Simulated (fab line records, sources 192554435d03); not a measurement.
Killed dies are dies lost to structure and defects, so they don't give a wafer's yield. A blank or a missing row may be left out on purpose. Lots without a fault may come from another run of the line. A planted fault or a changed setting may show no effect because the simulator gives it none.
fab line records | flow n5_finfet
record lots=12 wafers=35 last_day=18
route steps=1938 shown BEOL_M8@1389 MIM_TOP@1834 PASSIVATION@1936
lots that met no fault: from a run of the same line without faults
start_h: hours from the record's first day to the start of the lot's first wafer shown | wait_h: hours since the lot's step before | " the same as in the row above | L1.1+2: a row that stands for several wafers | - no value, or no start given | * or withheld: withheld | < > ~ a bound
route shown NAME@n: a module of which the file shows steps, and the number in the route of the first | usual: mean/standard deviation of fault-free wafers | same: alike in all rows | chamber/n: place in a boat | sites: the reading at each site | _std_site: their standard deviation | _edge_site: outer sites' mean less inner sites' | radius_mm: how far each site lies from the wafer's centre | mask NAME#n: copy n | behind: the tool/chamber that last shaped the wafer | hold: why the lot was held/for how many hours/how that ended | device: the transistor (n, p or np) that didn't switch | end of line: the same wafers' tests at the end of the route | a step without rows: its recipe alone | killed: dies lost to structure and defects at the first sort, not the wafer's yield | map: a wafer's dies, x killed, . not, _ none there
set.NAME: the setting as run; set.NAME@STEP: as run at that earlier step | model.NAME: the simulator's own value behind a step, which no gauge read
steps of the route over a sample of lots; a table a step, a row a wafer
services: from which hour (start_h, from the record's first day; less than 0 if before it) a tool's chamber was out of use, for how many hours, and why
## steps
# step N5_BEOL_M8_ALD_77
# recipe material=TaN target_thk_a=20 temp_c=275 ald_precursor_family=PDMAT ald_co_reactant=NH3 pressure_torr=3 carrier_flow_sccm=1500 pulse_time_s=2 purge_time_s=3 co_reactant_purge_time_s=2 co_reactant_pulse_time_s=3 ald_cycles=40 precursor_vessel_temp_c=75 precursor_vessel_pressure_torr=26.25 precursor_vessel_carrier_sccm=1000
# usual heater_power_w=426/48
# columns lot.wafer tool chamber start_h wait_h heater_power_w
L931.3 ald_metal-01 1 214.89 0.3 435
L931.4 " 0 " " 380
L931.6 " 2 " " 472
L933.1 ald_metal-01 0 223.00 0.2 365
L933.4 " 1 " " 441
L933.6 " 1 " " 431
L932.1 ald_metal-01 3 223.26 0.1 437
L932.3 " 1 " " 432
L932.5 " 0 " " 381
L934.3 ald_metal-01 3 244.23 0.0 424
L934.4 " 0 " " 376
L934.6 " 1 " " 433
L936.1 ald_metal-03 2 252.95 0.0 408
L936.4 " 3 " " 419
L936.6 " 3 " " 424
L935.2 ald_metal-04 0 253.35 0.1 388
L935.3 " 3 " " 506
L935.6 " 0 " " 394
L939.2 ald_metal-03 0 265.58 0.0 330
L939.4 " 1 " " 429
L939.5 " 0 " " 330
L940.1 ald_metal-04 1 270.08 0.0 443
L940.4 " 2 " " 384
L940.6 " 3 " " 519
L945.1 ald_metal-04 3 312.05 0.0 520
L945.4 " 0 " " 390
L945.5 " 3 " " 538
L950.1 ald_metal-03 1 323.01 0.0 442
L950.3 " 2 " " 424
L950.4 " 0 " " 335
L952.2 ald_metal-01 1 350.21 0.0 430
L952.5 " 3 " " 440
L952.6 " 2 " " 465
L954.2 ald_metal-03 3 356.48 0.0 407
L954.5 " 3 " " 393
# step N5_MIM_TOP_ALD_00
# recipe material=Al2O3 target_thk_a=* temp_c=withheld ald_precursor_family=TMA ald_co_reactant=O3 pulse_time_s=withheld purge_time_s=3 co_reactant_purge_time_s=withheld co_reactant_pulse_time_s=3 ald_cycles=withheld
# usual precursor_pulse_height_rel=0.997/0.021
# columns lot.wafer tool chamber start_h wait_h precursor_pulse_height_rel
L931.3 ald_hk-03 1 266.47 0.1 0.975
L931.4 " 3 " " 0.997
L931.6 " 2 " " 1.004
L933.1 ald_hk-02 3 281.69 0.1 0.987
L933.4 " 2 " " 1.024
L933.6 " 0 " " 1.021
L932.1 ald_hk-03 2 289.69 0.1 0.998
L932.3 " 3 " " 0.995
L932.5 " 2 " " 1.009
L934.3 ald_hk-02 0 299.90 0.1 0.975
L934.4 " 3 " " 0.986
L934.6 " 2 " " 0.990
L935.2 ald_hk-03 0 304.46 0.1 0.993
L935.3 " 2 " " 0.984
L935.6 " 0 " " 0.988
L936.1 ald_hk-03 2 311.08 0.1 1.015
L936.4 " 1 " " 1.018
L936.6 " 1 " " 1.025
L939.2 ald_hk-01 1 325.83 0.1 0.990
L939.4 " 2 " " 1.004
L939.5 " 0 " " 1.009
L940.1 ald_hk-01 2 327.57 0.1 0.993
L940.4 " 1 " " 1.015
L940.6 " 3 " " 0.975
L945.1 ald_hk-01 3 361.50 0.1 1.084
L945.4 " 2 " " 0.995
L945.5 " 0 " " 0.992
L950.1 ald_hk-01 1 381.04 0.1 0.978
L950.3 " 3 " " 1.014
L950.4 " 0 " " 1.004
L952.2 ald_hk-01 3 402.94 0.1 0.998
L952.5 " 2 " " 1.003
L952.6 " 3 " " 1.018
L954.2 ald_hk-03 0 412.35 0.1 0.969
L954.5 " 3 " " 0.995
# step N5_MIM_TOP_DEGAS_04
# recipe ambient=vacuum temp_c=300 time_s=60
# usual heater_power_w=468/33
# columns lot.wafer tool chamber start_h wait_h heater_power_w
L931.3 pvd_sputter-01 - 267.63 - 485
L931.4 " - " " 486
L931.6 " - " " 477
L933.1 pvd_sputter-03 - 282.77 - 497
L933.4 " - " " 474
L933.6 " - " " 406
L932.1 pvd_sputter-02 - 290.55 - 465
L932.3 " - " " 505
L932.5 " - " " 435
L934.3 pvd_sputter-01 - 300.97 - 485
L934.4 " - " " 519
L934.6 " - " " 522
L935.2 pvd_sputter-03 - 305.44 - 468
L935.3 " - " " 496
L935.6 " - " " 469
L936.1 pvd_sputter-02 - 312.12 - 442
L936.4 " - " " 525
L936.6 " - " " 444
L939.2 pvd_sputter-03 - 327.31 - 412
L939.4 " - " " 474
L939.5 " - " " 504
L940.1 pvd_sputter-03 - 328.35 - 497
L940.4 " - " " 476
L940.6 " - " " 412
L945.1 pvd_sputter-03 - 364.09 - 497
L945.4 " - " " 409
L945.5 " - " " 502
L950.1 pvd_sputter-03 - 381.76 - 402
L950.3 " - " " 496
L950.4 " - " " 467
L952.2 pvd_sputter-01 - 404.13 - 492
L952.5 " - " " 488
L952.6 " - " " 498
L954.2 pvd_sputter-02 - 413.21 - 438
L954.5 " - " " 467
# step N5_PASSIVATION_PROBE_49
# usual defect_limited_yield=91.7/1.4 killed_at_M0_to_M3=31/11 killed_at_M4_up=13/4.6 killed_at_contacts=13/6.7 killed_at_front_end=39/9.6 killed_at_other=3.5/2.8 killed_dies=98/16 killed_on_rim=13/4.2 killed_open=64/11 killed_short=33/8.5 sort_bin_5_function=4.9/0.96 sort_bin_6_memory=3.1/0.59 sort_bin_8_speed=0.2/1.3 sort_n_pass=1080/23
# same gross_dies=1180 killed_at_back_side=0 sort_bin_4_leakage[%]=0
# columns lot.wafer tool chamber start_h wait_h defect_limited_yield[%] killed_at_M0_to_M3 killed_at_M4_up killed_at_contacts killed_at_front_end killed_at_other killed_dies killed_on_rim killed_open killed_short sort_bin_5_function[%] sort_bin_6_memory[%] sort_bin_8_speed[%] sort_n_pass
L940.1 prober-02 - 339.29 0.0 84.6 39 100 6 35 2 182 35 61 33 8.2 3.9 0 998
L940.4 prober-02 - 339.44 0.2 79.7 28 170 5 37 0 240 9 55 32 12.6 4.1 0 940
L940.6 prober-02 - 339.54 0.3 86.7 31 80 8 36 2 157 30 56 31 7.4 4.0 0 1023
L945.1 prober-01 - 377.94 0.0 86.3 31 83 14 30 4 162 32 64 28 8.0 3.7 0 1018
L945.4 prober-01 - 378.09 0.2 82.2 21 151 14 23 1 210 22 46 28 10.3 3.1 0.1 970
L945.5 prober-01 - 378.14 0.2 85.4 38 81 28 25 0 172 34 64 38 8.2 3.9 0 1008
L952.2 prober-01 - 414.12 0.1 91.2 43 12 16 30 3 104 15 67 37 5.9 2.5 0 1076
L952.5 prober-01 - 414.27 0.2 91.8 42 5 3 45 2 97 16 52 45 4.6 3.2 0 1083
L952.6 prober-01 - 414.32 0.3 90.7 32 13 9 53 3 110 21 72 37 6.9 2.3 0 1070
# killed by level:class
L940.1 BEOL_M8:unspecified=84 FIN_SAQP:geometric_particle:short=11 FIN_SAQP:geometric_particle:open=9 BEOL_M0_SAQP:geometric_particle:open=9 BEOL_M1:geometric_particle:open=9 BEOL_M4:geometric_particle:open=7 BEOL_M3:geometric_particle:open=6 BEOL_M0_SAQP:geometric_particle:short=5
L940.4 BEOL_M8:unspecified=152 BEOL_M4:geometric_particle:open=10 FIN_SAQP:geometric_particle:open=7 BEOL_M0_SAQP:geometric_particle:short=7 DUMMY_GATE:geometric_particle:open=6 STARTING-WAFER:geometric_particle:short=6 BEOL_M2:geometric_particle:open=6 BEOL_M3:geometric_particle:open=5
L940.6 BEOL_M8:unspecified=69 BEOL_M3:geometric_particle:open=16 FIN_SAQP:geometric_particle:short=9 BEOL_M2:geometric_particle:open=7 FIN_SAQP:geometric_particle:open=6 DUMMY_GATE:geometric_particle:open=5 MOL_CONTACT_COAG:geometric_particle:open=5 BEOL_M4:geometric_particle:short=4
L945.1 BEOL_M8:unspecified=70 BEOL_M2:geometric_particle:open=16 MOL_CONTACT_COAG:geometric_particle:open=13 FIN_SAQP:geometric_particle:open=7 DUMMY_GATE:geometric_particle:open=6 BEOL_M4:geometric_particle:open=6 BEOL_M0_SAQP:geometric_particle:short=5 FIN_SAQP:geometric_particle:short=4
L945.4 BEOL_M8:unspecified=135 MOL_CONTACT_COAG:geometric_particle:open=8 BEOL_M0_SAQP:geometric_particle:short=8 MOL_CONTACT_COAG:geometric_particle:short=6 BEOL_M4:geometric_particle:open=6 STI_FIN_REVEAL:geometric_particle:open=5 DUMMY_GATE:geometric_particle:open=3 BEOL_M0:geometric_particle:open=3
L945.5 BEOL_M8:unspecified=70 MOL_CONTACT_COAG:geometric_particle:open=21 BEOL_M2:geometric_particle:open=13 FIN_SAQP:geometric_particle:short=12 MOL_CONTACT_COAG:geometric_particle:short=7 BEOL_M0_SAQP:geometric_particle:short=7 BEOL_M0_SAQP:geometric_particle:open=7 BEOL_M1:geometric_particle:open=5
L952.2 BEOL_M3:geometric_particle:open=15 MOL_CONTACT_COAG:geometric_particle:open=12 BEOL_M1:geometric_particle:open=7 FIN_SAQP:geometric_particle:short=5 BEOL_M0_SAQP:geometric_particle:short=5 BEOL_M0_SAQP:geometric_particle:open=5 STARTING-WAFER:geometric_particle:short=5 DUMMY_GATE:geometric_particle:open=4
L952.5 GATE_CUT:geometric_particle:short=13 BEOL_M0_SAQP:geometric_particle:open=13 BEOL_M0_SAQP:geometric_particle:short=10 STARTING-WAFER:geometric_particle:short=8 FIN_SAQP:geometric_particle:open=7 BEOL_M3:geometric_particle:open=7 FIN_SAQP:geometric_particle:short=4 GATE_CUT:geometric_particle:open=4
L952.6 FIN_SAQP:geometric_particle:short=10 FIN_SAQP:geometric_particle:open=9 STI_FIN_REVEAL:geometric_particle:open=9 DUMMY_GATE:geometric_particle:open=8 BEOL_M0_SAQP:geometric_particle:short=8 BEOL_M3:geometric_particle:open=5 MOL_CONTACT_COAG:geometric_particle:open=5 BEOL_M0:geometric_particle:open=5
## services
# columns tool chamber start_h hours kind
ald_metal-03 - 209.59 8.7 pm
ald_metal-04 - 214.73 0.4 repair
ald_metal-04 - 220.14 1.1 repair
ald_hk-01 - 241.32 2.8 pm
ald_hk-02 - 252.68 14.6 pm
ald_hk-03 - 276.40 0.6 repair
ald_hk-01 - 285.69 0.3 repair
ald_metal-01 3 296.75 5.8 repair
ald_metal-01 - 297.32 14.6 pm
ald_metal-01 - 312.85 8.7 pm
ald_hk-02 - 321.53 6.9 repair
ald_metal-01 - 324.97 6.0 pm
ald_metal-01 0 334.53 45.8 repair
ald_metal-03 - 337.25 14.0 pm
ald_metal-03 0 337.25 14.0 vent_cycle
ald_metal-03 1 337.25 14.0 vent_cycle
ald_metal-03 2 337.25 14.0 vent_cycle
ald_metal-03 3 337.25 14.0 vent_cycle
pvd_sputter-01 - 363.48 2.4 repair
ald_hk-03 - 381.33 14.6 pm
ald_hk-01 - 382.55 1.3 repair
ald_metal-01 2 383.58 12.2 repair
ald_hk-01 - 399.88 0.9 repair
ald_hk-03 - 400.05 8.7 pm
## key
first_sign step=N5_PASSIVATION_PROBE_49 reading=killed_at_M4_up direction=up sigmas=21 usual=13 struck=111
effect step=N5_PASSIVATION_PROBE_49 reading=defect_limited_yield direction=down sigmas=5.5 usual=91.7 struck=84.1
more_kills_born_at N5_BEOL_M8_ALD_77@ald_metal-04=580
met_at N5_BEOL_M8_ALD_77
struck_lots L940,L945
not_acting_at N5_MIM_TOP_ALD_00,N5_MIM_TOP_DEGAS_04
onset_between 253.35 270.08
fault kind=chamber_particle_source tool=ald_metal-04 chamber=- onset_h=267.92 steps=N5_BEOL_M8_ALD_77 rate_per_visit_cm2=1.7782 end_h=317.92
